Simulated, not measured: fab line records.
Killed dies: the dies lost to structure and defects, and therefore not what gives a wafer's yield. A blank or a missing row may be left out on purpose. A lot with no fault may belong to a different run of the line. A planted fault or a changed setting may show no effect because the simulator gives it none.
fab line records | flow nand_harc
record: lots: 22 wafers: 66 last_day: 33
route steps=1302 shown A_STAIRCASE@830 A_SGD_CUT@890
lots that met no fault: taken from a fault-free run of the same line
start_h: start of the lot's first displayed wafer, in hours after the record's first day | wait_h: hours since the lot's step before | " unchanged from the row above | L1.1+2: several wafers, shown together as one row | - value missing, or start not given | * or withheld: withheld | < > ~ a bound
route shown NAME@n: a module of which the file shows steps, and the number in the route of the first | usual: mean/standard deviation of fault-free wafers | same: alike in all rows | chamber/n: place in a boat | sites: each site's reading | _std_site: how widely they spread, as a standard deviation | _edge_site: outer sites' mean less inner sites' | radius_mm: how far each site lies from the wafer's centre | mask NAME#n: copy n | behind: the most recent tool/chamber to have shaped the wafer | hold: why the lot was held/for how many hours/how that ended | device: transistor that didn't switch, given as n, p or np | end of line: tests of these same wafers at the route's end | where a step has no rows: the recipe by itself | killed: count of dies lost to structure and defects at first sort (not the wafer's yield) | map: a wafer's dies, marking killed ones x, the rest . and places with no die _
set.NAME: the setting as run; set.NAME@STEP: as run at that earlier step | model.NAME: the simulator's own value behind a step, which no gauge read
a sample of lots followed through the steps of the route, with each step as a table and each wafer as a row
services: from which hour (start_h, from the record's first day; less than 0 if before it) a tool's chamber was out of use, for how many hours, and why
== steps ==
step: NHARC_A_STAIRCASE_DESCUM_312
recipe: time_s: 3 o2_flow_sccm: 200 ar_flow_sccm: 0 bias_power_w: 0 chemistry: O2
usual: chamber_pressure_mTorr: 59.99/0.12 drypump_motor_current_A: 5.7/0.34 oes_product_au: 1.003/0.01 rf_vpp_V: 57.6/0.86 showerhead_plenum_p_Torr: 1.89/0.08 throttle_valve_pct: 11.310/0.0081
same: time_s: 3
columns lot.wafer tool chamber start_h wait_h chamber_pressure_mTorr drypump_motor_current_A oes_product_au rf_hours_counter_h rf_vpp_V showerhead_plenum_p_Torr throttle_valve_pct
L074.3 rie_diel-12 1 372.73 - 59.97 5.5 0.979 34 57.6 1.82 11.311
L074.6 " 0 " " 59.98 5.6 1.011 - 57.5 1.94 11.336
L074.5 " 1 " " 60.01 5.5 0.992 - 57.8 1.82 11.311
L075.2 rie_diel-12 3 395.83 - 60.06 5.1 1.017 42 57.3 1.93 11.315
L075.1 " 1 " " 60.04 5.5 0.981 43 58.0 1.82 11.293
L075.5 " 0 " " 59.91 5.5 0.995 - 59.2 1.94 11.304
L076.1 rie_diel-12 1 397.66 - 60.02 5.5 0.998 44 56.7 1.82 11.308
L076.3 " 0 " " 59.99 5.6 1.005 41 57.6 1.94 11.315
L076.6 " 2 " " 60.07 6.0 0.985 - 59.2 2.06 11.307
L078.2 rie_diel-09 3 418.81 - 59.94 5.9 0.989 32 56.7 1.81 11.312
L078.4 " 1 " " 59.99 6.1 1.001 24 56.2 1.97 11.327
L078.5 " 0 " " 60.04 5.2 0.998 - 58.8 1.89 11.308
L077.1 rie_diel-09 1 419.12 - 60.13 6.2 1.005 24 59.2 1.97 11.314
L077.5 " 3 " " 59.99 5.9 0.989 - 57.2 1.81 11.317
L077.6 " 0 " " 59.94 5.2 0.998 - 57.5 1.89 11.301
L080.4 rie_diel-09 0 442.42 - 59.88 5.2 1.004 38 56.8 1.89 11.307
L080.6 " 2 " " 60.05 5.7 1.020 - 58.0 1.98 11.300
L080.5 " 3 " " 60.07 5.9 0.994 - 57.5 1.81 11.317
L081.1 rie_diel-12 2 461.78 - 60.13 6.0 0.987 2 58.8 2.05 11.301
L081.3 " 0 " " 60.07 5.6 1.007 2 56.5 1.93 11.304
L081.2 " 1 " " 59.96 5.5 0.997 2 55.4 1.81 11.302
L082.4 rie_diel-09 2 464.64 - 59.98 5.7 1.023 47 57.8 1.98 11.308
L082.5 " 2 " " 59.93 5.7 1.019 - 56.7 1.98 11.316
L082.6 " 3 " " 59.97 5.9 1.009 - 56.3 1.81 11.318
L083.3 rie_diel-02 1 481.96 - 59.94 6.0 1.001 28 57.6 1.93 11.310
L083.6 " 2 " " 60.03 5.7 1.008 - 56.3 1.79 11.309
L083.5 " 3 " " 59.94 5.2 1.010 - 57.1 1.79 11.292
L084.2 rie_diel-09 1 483.67 - 59.98 6.1 1.011 45 58.5 1.96 11.299
L084.3 " 0 " " 59.99 5.2 1.014 52 58.5 1.88 11.317
L084.6 " 1 " " 60.00 6.2 1.009 - 57.8 1.96 11.297
L085.1 rie_diel-02 0 494.91 - 60.03 6.0 1.005 25 58.1 1.90 11.298
L085.4 " 2 " " 60.01 5.7 1.006 27 56.7 1.79 11.298
L085.6 " 0 " " 59.97 6.1 1.007 - 57.3 1.90 11.313
L086.1 rie_diel-02 1 502.03 - 60.03 6.0 1.001 32 57.8 1.92 11.319
L086.2 " 2 " " 59.92 5.7 0.997 28 56.5 1.79 11.294
L086.6 " 2 " " 60.06 5.7 0.993 - 56.8 1.79 11.320
L088.2 rie_diel-02 3 519.80 - 60.04 5.2 1.007 37 56.4 1.79 11.302
L088.4 " 0 " " 60.02 6.1 0.995 35 57.4 1.89 11.324
L088.1 " 2 " " 59.96 5.7 1.007 34 57.5 1.79 11.298
L087.3 rie_diel-02 3 523.86 - 60.03 5.2 1.009 38 56.7 1.79 11.318
L087.4 " 0 " " 59.93 6.1 0.993 37 56.8 1.89 11.314
L087.1 " 1 " " 59.94 6.0 1.006 41 58.9 1.92 11.313
L091.4 rie_diel-02 3 535.07 - 59.94 5.3 1.003 44 56.7 1.79 11.319
L091.1 " 1 " " 59.99 6.0 0.995 44 58.7 1.92 11.316
L091.6 " 2 " " 59.91 5.7 0.996 - 57.7 1.79 11.319
L089.3 rie_diel-12 2 538.63 - 59.97 6.0 0.985 32 58.8 2.04 11.316
L089.2 " 3 " " 60.06 5.1 1.003 31 58.2 1.91 11.305
L089.6 " 1 " " 59.87 5.6 1.000 - 57.9 1.80 11.304
L090.3 rie_diel-02 1 545.78 - 60.09 6.0 1.003 49 56.8 1.92 11.315
L090.6 " 2 " " 60.01 5.7 1.002 - 57.7 1.79 11.308
L090.5 " 3 " " 59.98 5.2 1.019 - 56.7 1.79 11.302
L092.2 rie_diel-12 2 565.18 - 60.01 6.0 0.985 40 58.8 2.04 11.298
L092.3 " 3 " " 60.15 5.1 1.004 41 58.0 1.91 11.304
L092.5 " 2 " " 60.08 6.0 0.993 - 57.8 2.04 11.310
L093.4 rie_diel-09 1 568.76 - 59.99 6.1 1.008 19 57.7 1.96 11.309
L093.1 " 0 " " 60.02 5.2 0.995 23 57.9 1.87 11.316
L093.5 " 1 " " 59.98 6.2 1.019 - 57.1 1.96 11.308
L095.4 rie_diel-09 1 591.17 - 60.01 6.2 1.024 24 59.2 1.96 11.301
L095.2 " 0 " " 59.87 5.2 1.003 27 57.1 1.87 11.306
L095.5 " 1 " " 60.05 6.2 1.015 - 57.6 1.96 11.318
L096.4 rie_diel-09 3 593.11 - 60.02 5.9 1.007 23 57.4 1.80 11.317
L096.1 " 2 " " 59.99 5.7 1.003 23 59.1 1.97 11.303
L096.5 " 0 " " 60.13 5.2 1.001 - 57.8 1.87 11.326
L097.2 rie_diel-09 1 614.91 - 60.06 6.2 0.997 28 59.6 1.95 11.309
L097.3 " 2 " " 59.87 5.7 1.002 28 57.4 1.97 11.322
L097.6 " 0 " " 60.04 5.2 0.996 - 56.5 1.87 11.302
step: NHARC_A_STAIRCASE_ETCH_313
recipe: cf4_flow_sccm: 100 chf3_flow_sccm: 30 ar_flow_sccm: 0 rf_w: 500 bias_w: 200 chemistry: CF4/CHF3
usual: chamber_pressure_mTorr: 25.000/0.023 drypump_motor_current_A: 5.7/0.34 oes_product_au: 0.938/0.022 rf_vpp_V: 369.9/2.3 showerhead_plenum_p_Torr: 1.56/0.061 throttle_valve_pct: 16.803/0.009
columns lot.wafer tool chamber start_h wait_h chamber_pressure_mTorr drypump_motor_current_A oes_product_au rf_hours_counter_h rf_vpp_V showerhead_plenum_p_Torr throttle_valve_pct
L074.3 rie_diel-12 1 372.82 0.1 24.997 5.6 0.946 35 366.8 1.50 16.802
L074.6 " 0 " " 24.984 5.6 0.969 - 371.5 1.59 16.795
L074.5 " 1 " " 24.998 5.6 0.953 - 367.6 1.50 16.810
L075.2 rie_diel-12 3 395.93 0.1 24.984 5.1 0.942 42 372.2 1.58 16.798
L075.1 " 1 " " 25.047 5.5 0.927 43 368.6 1.50 16.804
L075.5 " 0 " " 25.015 5.6 0.934 - 371.0 1.59 16.804
L076.1 rie_diel-12 2 397.79 0.1 24.968 6.0 0.910 47 373.5 1.69 16.794
L076.3 " 3 " " 24.988 5.1 0.935 43 371.9 1.58 16.811
L076.6 " 1 " " 24.967 5.5 0.902 - 368.6 1.50 16.790
L078.4 rie_diel-09 3 419.05 0.2 24.993 5.9 0.917 32 368.7 1.50 16.821
L078.2 " 2 " " 24.961 5.7 0.932 35 373.9 1.63 16.799
L078.5 " 0 " " 24.993 5.2 0.919 - 369.9 1.56 16.799
L077.1 rie_diel-09 3 419.43 0.3 25.017 5.9 0.918 32 368.3 1.50 16.805
L077.5 " 2 " " 24.981 5.7 0.942 - 371.3 1.63 16.791
L077.6 " 3 " " 24.993 5.9 0.924 - 367.7 1.50 16.796
L080.4 rie_diel-09 1 442.50 0.1 24.965 6.2 0.918 33 372.2 1.62 16.815
L080.6 " 3 " " 24.957 5.9 0.914 - 367.9 1.49 16.801
L080.5 " 0 " " 24.990 5.2 0.930 - 370.9 1.55 16.813
L081.2 rie_diel-12 2 461.86 0.1 24.985 6.0 0.957 2 374.4 1.68 16.799
L081.1 " 3 " " 24.985 5.1 0.986 2 372.1 1.58 16.792
L081.3 " 0 " " 25.003 5.6 0.990 2 371.6 1.59 16.810
L082.4 rie_diel-09 2 464.73 0.1 24.995 5.7 0.944 47 371.2 1.63 16.801
L082.6 " 1 " " 24.971 6.2 0.929 - 372.5 1.62 16.793
L082.5 " 2 " " 25.006 5.7 0.935 - 372.9 1.63 16.802
L083.3 rie_diel-02 3 482.03 0.1 24.968 5.3 0.925 25 366.8 1.48 16.808
L083.6 " 2 " " 25.027 5.7 0.939 - 367.7 1.48 16.790
L083.5 " 3 " " 25.020 5.2 0.933 - 366.4 1.48 16.808
L084.2 rie_diel-09 3 483.76 0.1 24.976 5.9 0.940 51 368.2 1.49 16.799
L084.3 " 0 " " 24.961 5.2 0.913 52 369.8 1.55 16.797
L084.6 " 2 " " 25.003 5.7 0.939 - 372.0 1.63 16.803
L085.1 rie_diel-02 1 495.00 0.1 24.991 6.0 0.933 30 370.5 1.58 16.799
L085.4 " 0 " " 25.017 6.1 0.923 25 369.9 1.56 16.797
L085.6 " 1 " " 25.044 6.0 0.932 - 371.5 1.58 16.787
L086.1 rie_diel-02 0 502.21 0.2 25.029 6.1 0.923 27 370.2 1.56 16.818
L086.2 " 1 " " 25.027 6.0 0.932 33 370.9 1.58 16.802
L086.6 " 0 " " 24.980 6.1 0.919 - 370.0 1.56 16.797
L088.4 rie_diel-02 2 519.91 0.1 24.994 5.7 0.964 34 366.7 1.48 16.807
L088.1 " 0 " " 25.029 6.1 0.933 35 370.1 1.56 16.803
L088.2 " 1 " " 25.010 6.0 0.953 39 371.6 1.58 16.807
L087.1 rie_diel-02 0 523.94 0.1 24.978 6.1 0.971 37 370.0 1.56 16.808
L087.3 " 1 " " 24.962 6.0 0.976 41 371.0 1.58 16.791
L087.4 " 3 " " 24.988 5.2 0.965 38 367.0 1.48 16.804
L091.4 rie_diel-02 0 535.26 0.2 25.006 6.1 0.924 42 369.4 1.56 16.792
L091.1 " 2 " " 25.020 5.7 0.933 40 367.2 1.48 16.798
L091.6 " 3 " " 25.026 5.2 0.938 - 366.9 1.48 16.812
L089.2 rie_diel-12 2 538.71 0.1 25.017 6.0 0.919 32 374.7 1.67 16.817
L089.3 " 0 " " 25.011 5.6 0.934 30 371.4 1.58 16.806
L089.6 " 2 " " 24.976 6.0 0.910 - 374.0 1.67 16.787
L090.3 rie_diel-02 3 546.16 0.4 24.953 5.2 0.970 50 366.6 1.47 16.806
L090.6 " 2 " " 25.005 5.7 0.940 - 367.8 1.48 16.811
L090.5 " 3 " " 25.021 5.2 0.968 - 366.6 1.47 16.816
L092.2 rie_diel-12 0 565.27 0.1 24.981 5.6 0.927 40 369.8 1.58 16.813
L092.3 " 1 " " 24.990 5.6 0.917 38 368.0 1.49 16.812
L092.5 " 3 " " 25.006 5.1 0.932 - 371.5 1.57 16.796
L093.4 rie_diel-09 2 568.87 0.1 25.019 5.7 0.912 18 372.8 1.62 16.805
L093.1 " 3 " " 25.001 5.9 0.928 18 368.3 1.49 16.807
L093.5 " 0 " " 24.980 5.2 0.910 - 369.6 1.54 16.807
L095.2 rie_diel-09 0 591.26 0.1 25.011 5.2 0.926 27 370.3 1.54 16.798
L095.4 " 1 " " 24.992 6.1 0.931 24 373.4 1.61 16.801
L095.5 " 0 " " 25.029 5.2 0.924 - 369.5 1.54 16.811
L096.1 rie_diel-09 0 593.25 0.1 24.953 5.2 0.921 27 370.3 1.54 16.805
L096.4 " 2 " " 25.007 5.7 0.913 23 371.0 1.62 16.815
L096.5 " 0 " " 25.001 5.2 0.925 - 368.6 1.54 16.809
L097.2 rie_diel-09 2 614.98 0.1 25.038 5.7 0.928 28 372.7 1.62 16.801
L097.3 " 3 " " 24.991 5.9 0.938 27 368.2 1.48 16.802
L097.6 " 3 " " 25.014 5.9 0.934 - 365.6 1.48 16.804
step: NHARC_A_STAIRCASE_ETCH_315
recipe: target_depth_a: 25000 time_s: 607.1 ion_energy_ev: 800 c4f8_flow_sccm: 80 o2_flow_sccm: 60 ar_flow_sccm: withheld rf_w: 600 bias_w: 3000 chemistry: C4F8/O2/Ar
usual: chamber_pressure_mTorr: 25.001/0.021 oes_product_au: 0.936/0.012 rf_vpp_V: 1824/10
same: time_s: 607.1
columns lot.wafer tool chamber start_h wait_h chamber_pressure_mTorr oes_product_au rf_hours_counter_h rf_vpp_V
L074.3 rie_diel-12 2 - - 24.994 0.944 39 1846
L074.5 " 3 " " 25.010 0.954 - 1829
L074.6 " 0 " " 24.978 0.960 - 1830
L075.1 rie_diel-12 1 - - 24.973 0.918 44 1816
L075.2 " 2 " " 25.008 0.916 47 1845
L075.5 " 1 " " 25.005 0.919 - 1814
L076.1 rie_diel-12 0 - - 25.050 0.926 42 1831
L076.3 " 2 " " 25.008 0.904 48 1846
L076.6 " 0 " " 25.019 0.920 - 1829
L078.2 rie_diel-09 1 - - 24.983 0.931 25 1835
L078.4 " 2 " " 24.982 0.953 35 1837
L078.5 " 0 " " 24.972 0.931 - 1824
L077.1 rie_diel-09 3 - - 25.011 0.919 33 1815
L077.5 " 2 " " 24.989 0.941 - 1837
L077.6 " 3 " " 25.028 0.933 - 1814
L080.4 rie_diel-09 0 - - 25.000 0.938 38 1824
L080.5 " 2 " " 24.996 0.944 - 1836
L080.6 " 3 " " 25.004 0.950 - 1813
L081.1 rie_diel-12 3 - - 25.018 0.947 2 1828
L081.2 " 0 " " 24.969 0.963 2 1829
L081.3 " 1 " " 25.021 0.948 2 1813
L082.4 rie_diel-09 3 - - 24.993 0.939 44 1814
L082.6 " 1 " " 24.988 0.935 - 1833
L082.5 " 2 " " 25.005 0.955 - 1835
L083.3 rie_diel-02 1 - - 24.980 0.940 28 1828
L083.5 " 0 " " 24.992 0.938 - 1825
L083.6 " 1 " " 24.998 0.939 - 1829
L084.2 rie_diel-09 0 - - 25.014 0.929 52 1824
L084.3 " 3 " " 25.005 0.937 52 1813
L084.6 " 0 " " 25.013 0.926 - 1824
L085.1 rie_diel-02 1 - - 24.984 0.931 31 1827
L085.4 " 2 " " 25.010 0.929 27 1812
L085.6 " 3 " " 24.995 0.915 - 1813
L086.1 rie_diel-02 1 - - 25.009 0.932 33 1828
L086.2 " 2 " " 25.003 0.929 29 1810
L086.6 " 2 " " 25.025 0.922 - 1810
L088.1 rie_diel-02 1 - - 24.981 0.956 39 1827
L088.4 " 2 " " 25.019 0.939 35 1811
L088.2 " 3 " " 25.010 0.945 37 1812
L087.3 rie_diel-02 0 - - 24.992 0.924 37 1824
L087.1 " 1 " " 25.002 0.953 41 1829
L087.4 " 2 " " 24.966 0.937 36 1810
L091.4 rie_diel-02 1 - - 25.037 0.933 45 1828
L091.1 " 3 " " 24.939 0.946 44 1810
L091.6 " 1 " " 25.013 0.938 - 1828
L089.3 rie_diel-12 0 - - 25.008 0.940 30 1828
L089.2 " 3 " " 25.015 0.933 31 1826
L089.6 " 1 " " 24.960 0.934 - 1814
L090.3 rie_diel-02 0 - - 24.994 0.930 49 1824
L090.5 " 2 " " 25.011 0.944 - 1811
L090.6 " 3 " " 25.006 0.964 - 1809
L092.3 rie_diel-12 1 - - 24.981 0.924 38 1811
L092.2 " 2 " " 25.004 0.920 41 1844
L092.5 " 1 " " 24.985 0.936 - 1812
L093.4 rie_diel-09 0 - - 25.020 0.924 23 1822
L093.1 " 2 " " 24.975 0.939 18 1835
L093.5 " 3 " " 25.003 0.938 - 1811
L095.2 rie_diel-09 0 - - 25.008 0.938 27 1821
L095.4 " 1 " " 25.059 0.947 24 1831
L095.5 " 3 " " 24.966 0.928 - 1812
L096.1 rie_diel-09 3 - - 24.973 0.937 23 1814
L096.4 " 0 " " 24.982 0.935 27 1821
L096.5 " 1 " " 24.993 0.935 - 1833
L097.2 rie_diel-09 1 - - 24.982 0.939 28 1832
L097.3 " 2 " " 24.996 0.942 28 1836
L097.6 " 0 " " 24.982 0.931 - 1822
step: NHARC_A_STAIRCASE_ALD_415
recipe: target_thk_a: 300 pulse_time_s: 6 ald_cycles: 300 temp_c: 300 material: SiO2
usual: heater_power_w: 438/30 precursor_pulse_height_rel: 1.000/0.021
same: ald_cycles: 300
columns lot.wafer tool chamber start_h wait_h heater_power_w precursor_pulse_height_rel
L074.3 ald_hk-04 3 375.05 0.5 403 1.027
L074.6 " 1 " " 420 0.976
L074.5 " 2 " " 484 1.011
L075.1 ald_hk-04 1 398.13 0.3 409 0.986
L075.2 " 2 " " 483 0.984
L075.5 " 1 " " 425 1.004
L076.3 ald_hk-04 1 400.04 0.1 415 0.997
L076.1 " 0 " " 482 1.024
L076.6 " 1 " " 424 1.017
L078.2 ald_hk-01 1 421.68 0.1 386 1.009
L078.4 " 2 " " 421 1.021
L078.5 " 1 " " 399 1.001
L077.1 ald_hk-03 3 422.87 0.8 401 0.998
L077.5 " 0 " " 453 1.008
L077.6 " 1 " " 424 0.985
L080.4 ald_hk-04 2 444.80 0.6 470 1.031
L080.5 " 1 446.19 2.0 422 1.020
L080.6 " 2 " " 475 0.980
L081.1 ald_hk-03 2 463.65 0.1 448 1.040
L081.3 " 0 " " 456 0.979
L081.2 " 1 " " 434 0.972
L082.4 ald_hk-04 2 469.35 0.1 488 0.990
L082.6 " 2 " " 477 1.027
L082.5 " 3 " " 418 1.032
L083.3 ald_hk-04 3 485.39 1.7 411 0.993
L083.5 " 2 " " 488 1.016
L083.6 " 3 " " 410 1.002
L084.3 ald_hk-03 2 485.76 0.3 445 1.031
L084.2 " 0 " " 460 1.026
L084.6 " 1 " " 428 1.010
L085.4 ald_hk-03 0 497.36 0.5 456 1.008
L085.1 " 1 " " 436 1.040
L085.6 " 2 " " 442 0.992
L086.1 ald_hk-03 1 504.65 0.5 441 0.978
L086.2 " 2 " " 463 1.025
L086.6 " 0 " " 464 1.025
L088.1 ald_hk-04 3 521.94 0.1 397 0.980
L088.4 " 1 " " 428 0.998
L088.2 " 2 " " 480 0.998
L087.1 ald_hk-01 3 525.99 0.3 418 0.983
L087.4 " 0 " " 461 0.970
L087.3 " 1 " " 400 1.012
L091.1 ald_hk-03 0 537.16 0.1 468 0.974
L091.4 " 3 " " 393 0.996
L091.6 " 1 " " 427 1.002
L089.3 ald_hk-03 0 540.48 0.1 463 1.010
L089.2 " 1 " " 439 1.003
L089.6 " 1 " " 437 0.955
L090.3 ald_hk-01 0 548.17 0.3 450 1.018
L090.6 " 3 " " 418 0.984
L090.5 " 0 " " 445 1.015
L092.3 ald_hk-03 1 567.04 0.1 439 1.016
L092.2 " 0 " " 461 0.969
L092.5 " 2 " " 451 1.023
L093.1 ald_hk-01 2 571.89 1.3 409 1.044
L093.4 " 3 " " 411 0.981
L093.5 " 1 " " 396 0.980
L095.4 ald_hk-04 2 593.27 0.3 495 0.988
L095.2 " 0 " " 493 1.013
L095.5 " 2 " " 480 1.008
L096.4 ald_hk-01 3 595.26 0.3 413 1.000
L096.1 " 1 " " 407 0.983
L096.5 " 3 " " 414 0.967
L097.2 ald_hk-03 0 616.76 0.1 455 0.989
L097.3 " 2 " " 461 0.992
L097.6 " 0 " " 459 0.993
step: NHARC_A_STAIRCASE_DESCUM_443
recipe: time_s: 3 o2_flow_sccm: 200 ar_flow_sccm: 0 bias_power_w: 0 chemistry: O2
usual: chamber_pressure_mTorr: 60.00/0.056 drypump_motor_current_A: 5.7/0.35 oes_product_au: 1.005/0.012 rf_vpp_V: 57.8/0.95 showerhead_plenum_p_Torr: 1.89/0.076 throttle_valve_pct: 11.311/0.0089
same: time_s: 3
columns lot.wafer tool chamber start_h wait_h chamber_pressure_mTorr drypump_motor_current_A oes_product_au rf_hours_counter_h rf_vpp_V showerhead_plenum_p_Torr throttle_valve_pct
L074.3 rie_diel-02 2 417.21 - 59.99 5.7 1.003 3 58.1 1.80 11.320
L074.6 " 0 " " 59.96 6.1 1.011 - 57.5 1.90 11.307
L074.5 " 1 " " 60.03 6.0 1.009 - 58.6 1.93 11.302
L076.3 rie_diel-12 1 438.06 - 59.96 5.6 0.995 58 57.4 1.81 11.322
L076.1 " 2 " " 60.04 6.0 0.988 60 59.8 2.06 11.309
L076.6 " 0 " " 59.93 5.6 1.012 - 57.8 1.93 11.311
L075.2 rie_diel-09 2 438.11 - 60.08 5.7 1.023 38 58.8 1.98 11.308
L075.1 " 3 " " 60.08 5.9 1.012 36 56.7 1.81 11.317
L075.5 " 0 " " 59.96 5.2 1.001 - 59.8 1.89 11.311
L077.1 rie_diel-02 2 465.45 - 59.95 5.7 1.000 18 56.5 1.80 11.302
L077.5 " 1 " " 60.05 6.0 0.994 - 57.9 1.93 11.328
L077.6 " 2 " " 59.98 5.7 1.006 - 57.2 1.80 11.304
L078.4 rie_diel-12 0 465.48 - 60.04 5.6 1.009 3 56.8 1.93 11.305
L078.2 " 3 " " 60.01 5.1 1.012 4 58.5 1.92 11.318
L078.5 " 0 " " 60.01 5.6 1.024 - 59.5 1.93 11.315
L080.4 rie_diel-09 1 485.35 - 60.01 6.2 1.013 46 58.2 1.96 11.303
L080.6 " 0 " " 60.01 5.3 0.991 - 57.7 1.88 11.312
L080.5 " 1 " " 59.97 6.2 0.997 - 58.2 1.96 11.300
L081.1 rie_diel-12 3 506.96 - 59.97 5.1 1.015 19 57.2 1.92 11.316
L081.2 " 0 " " 60.09 5.6 1.015 18 57.6 1.93 11.319
L081.3 " 1 " " 60.04 5.6 1.003 18 57.6 1.81 11.312
L082.4 rie_diel-02 2 507.23 - 60.07 5.6 1.000 30 58.4 1.79 11.313
L082.5 " 1 " " 59.95 6.0 1.025 - 56.6 1.92 11.309
L082.6 " 2 " " 60.00 5.7 1.008 - 58.7 1.79 11.316
L084.3 rie_diel-09 3 528.96 - 60.00 5.9 1.022 4 57.3 1.80 11.304
L084.2 " 0 " " 60.06 5.2 1.002 7 57.7 1.88 11.299
L084.6 " 3 " " 60.02 5.9 1.018 - 56.6 1.80 11.303
L083.3 rie_diel-02 3 529.17 - 60.00 5.2 1.022 40 57.2 1.79 11.305
L083.6 " 0 " " 59.97 6.1 0.984 - 58.8 1.89 11.317
L083.5 " 1 " " 59.97 6.0 1.011 - 57.1 1.92 11.316
L085.1 rie_diel-02 0 538.96 - 60.05 6.1 1.000 44 58.5 1.89 11.317
L085.4 " 1 " " 60.01 6.0 1.005 46 57.4 1.92 11.320
L085.6 " 0 " " 60.11 6.1 0.995 - 58.1 1.89 11.302
L086.1 rie_diel-12 1 545.65 - 60.04 5.5 1.013 32 57.8 1.80 11.300
L086.2 " 2 " " 59.96 6.0 0.985 35 57.0 2.04 11.313
L086.6 " 1 " " 60.03 5.5 1.001 - 57.6 1.80 11.303
L088.2 rie_diel-09 1 561.26 - 59.89 6.1 1.017 16 58.6 1.96 11.324
L088.4 " 2 " " 59.99 5.7 1.001 15 57.7 1.97 11.308
L088.1 " 0 " " 60.00 5.2 0.998 18 59.1 1.88 11.314
L087.4 rie_diel-02 3 561.42 - 60.01 5.2 1.016 53 58.5 1.78 11.307
L087.3 " 0 " " 60.05 6.1 1.002 52 57.9 1.89 11.303
L087.1 " 1 " " 60.05 6.0 0.992 54 59.2 1.92 11.323
L089.3 rie_diel-12 0 577.05 - 60.12 5.5 0.990 45 57.4 1.92 11.329
L089.2 " 1 " " 59.93 5.5 1.008 42 57.6 1.80 11.304
L089.6 " 3 " " 59.91 5.1 1.008 - 57.1 1.91 11.320
L091.1 rie_diel-12 2 577.09 - 60.03 6.0 0.990 44 58.8 2.04 11.303
L091.4 " 3 " " 60.00 5.1 1.003 45 57.7 1.91 11.314
L091.6 " 2 " " 59.95 6.0 0.985 - 59.1 2.04 11.319
L090.3 rie_diel-12 0 589.52 - 60.10 5.6 1.010 50 58.3 1.92 11.320
L090.6 " 3 " " 59.89 5.1 1.000 - 57.7 1.91 11.309
L090.5 " 0 " " 60.04 5.5 0.994 - 57.6 1.92 11.318
L093.1 rie_diel-02 1 610.50 - 59.96 6.0 1.022 8 57.5 1.91 11.309
L093.4 " 2 " " 59.90 5.7 0.993 6 56.4 1.78 11.300
L093.5 " 3 " " 59.84 5.2 1.028 - 55.6 1.78 11.321
L092.3 rie_diel-12 0 610.66 - 59.82 5.5 0.998 56 58.1 1.91 11.314
L092.2 " 2 " " 59.99 6.0 0.977 58 58.8 2.03 11.302
L092.5 " 3 " " 60.00 5.1 1.004 - 58.6 1.91 11.315
L095.2 rie_diel-09 0 630.93 - 59.97 5.2 0.995 34 57.9 1.87 11.313
L095.4 " 1 " " 60.01 6.2 1.001 31 58.9 1.95 11.327
L095.5 " 1 " " 59.93 6.2 1.010 - 58.5 1.95 11.291
L096.1 rie_diel-02 3 631.17 - 60.03 5.2 1.034 15 57.4 1.78 11.312
L096.4 " 1 " " 60.04 6.0 1.013 19 57.1 1.91 11.323
L096.5 " 2 " " 60.04 5.7 0.995 - 56.2 1.78 11.312
L097.2 rie_diel-02 1 656.33 - 60.00 6.0 1.005 27 58.5 1.91 11.302
L097.3 " 2 " " 59.95 5.7 0.993 27 57.4 1.78 11.305
L097.6 " 1 " " 59.98 6.0 1.004 - 58.6 1.91 11.319
step: NHARC_A_SGD_CUT_DEP_00
recipe: target_thk_a: 500 temp_c: 400 target_thk_nm: 50 flow_sccm: 200 rf_w: 450 material: SiNx
usual: heater_power_w: 673/100
columns lot.wafer tool chamber start_h wait_h heater_power_w
L074.3 pecvd-04 2 424.45 0.1 646
L074.5 " 0 " " 768
L074.6 " 2 " " 648
L075.1 pecvd-01 0 445.25 0.1 665
L075.2 " 1 " " 748
L075.5 " 2 " " 554
L076.1 pecvd-03 0 445.43 0.1 716
L076.3 " 1 " " 793
L076.6 " 1 " " 813
L077.1 pecvd-04 0 472.59 0.1 813
L077.6 " 1 " " 569
L077.5 " 2 " " 585
L078.2 pecvd-03 2 472.92 0.1 547
L078.5 " 0 " " 769
L078.4 " 1 " " 813
L080.6 pecvd-04 2 492.67 0.1 668
L080.5 " 0 " " 790
L080.4 " 1 " " 553
L081.2 pecvd-01 1 514.22 0.1 752
L081.3 " 2 " " 680
L081.1 " 0 " " 565
L082.6 pecvd-03 0 514.47 0.1 831
L082.4 " 1 " " 748
L082.5 " 2 " " 587
L084.3 pecvd-01 1 536.10 0.1 835
L084.2 " 2 " " 622
L084.6 " 2 " " 646
L083.3 pecvd-04 2 536.48 0.1 554
L083.5 " 0 " " 761
L083.6 " 2 " " 553
L085.1 pecvd-04 1 546.36 0.1 547
L085.6 " 1 " " 547
L085.4 " 2 " " 560
L086.1 pecvd-04 2 552.83 0.1 568
L086.2 " 1 " " 499
L086.6 " 0 " " 838
L088.2 pecvd-01 2 568.40 0.1 594
L088.1 " 1 " " 875
L088.4 " 0 " " 549
L087.3 pecvd-04 1 568.62 0.1 484
L087.1 " 0 " " 709
L087.4 " 2 " " 650
L089.2 pecvd-04 1 584.20 0.1 515
L089.3 " 0 " " 762
L089.6 " 1 " " 529
L091.1 pecvd-03 2 587.59 0.1 632
L091.4 " 0 " " 757
L091.6 " 1 " " 708
L090.3 pecvd-03 0 596.67 0.1 751
L090.6 " 0 " " 755
L090.5 " 1 " " 703
L093.1 pecvd-01 0 617.66 0.1 600
L093.4 " 1 " " 839
L093.5 " 0 " " 604
L092.2 pecvd-04 2 617.81 0.1 596
L092.3 " 0 " " 826
L092.5 " 2 " " 596
L095.2 pecvd-01 2 638.27 0.1 639
L095.4 " 0 " " 691
L095.5 " 1 " " 812
L096.1 pecvd-03 2 638.71 0.1 625
L096.5 " 2 " " 647
L096.4 " 1 " " 704
L097.2 pecvd-01 0 663.48 0.1 644
L097.3 " 1 " " 845
L097.6 " 2 " " 611
== services ==
columns tool chamber start_h hours kind
rie_diel-02 1 352.67 2.9 repair
rie_diel-09 1 362.60 6.4 repair
pecvd-03 - 366.96 13.0 pm
rie_diel-09 - 382.34 0.5 repair
pecvd-01 1 390.05 5.0 repair
rie_diel-02 - 394.35 9.0 pm
rie_diel-09 1 402.16 8.5 repair
pecvd-01 0 420.21 6.8 repair
rie_diel-02 0 426.05 19.7 repair
ald_hk-04 - 433.47 10.0 pm
rie_diel-12 1 434.40 1.4 repair
rie_diel-12 - 446.70 9.0 pm
pecvd-04 - 450.15 13.0 pm
pecvd-01 - 492.00 13.0 pm
rie_diel-09 - 492.81 0.4 repair
rie_diel-09 - 499.27 9.0 pm
rie_diel-09 3 516.98 9.6 repair
rie_diel-09 - 569.71 7.4 repair
pecvd-04 - 575.74 1.2 repair
pecvd-04 - 596.02 11.9 repair
ald_hk-04 - 611.47 10.0 pm
rie_diel-12 - 617.72 0.5 repair
rie_diel-12 - 623.70 9.0 pm
pecvd-04 - 631.15 13.0 pm
== key ==
fault none
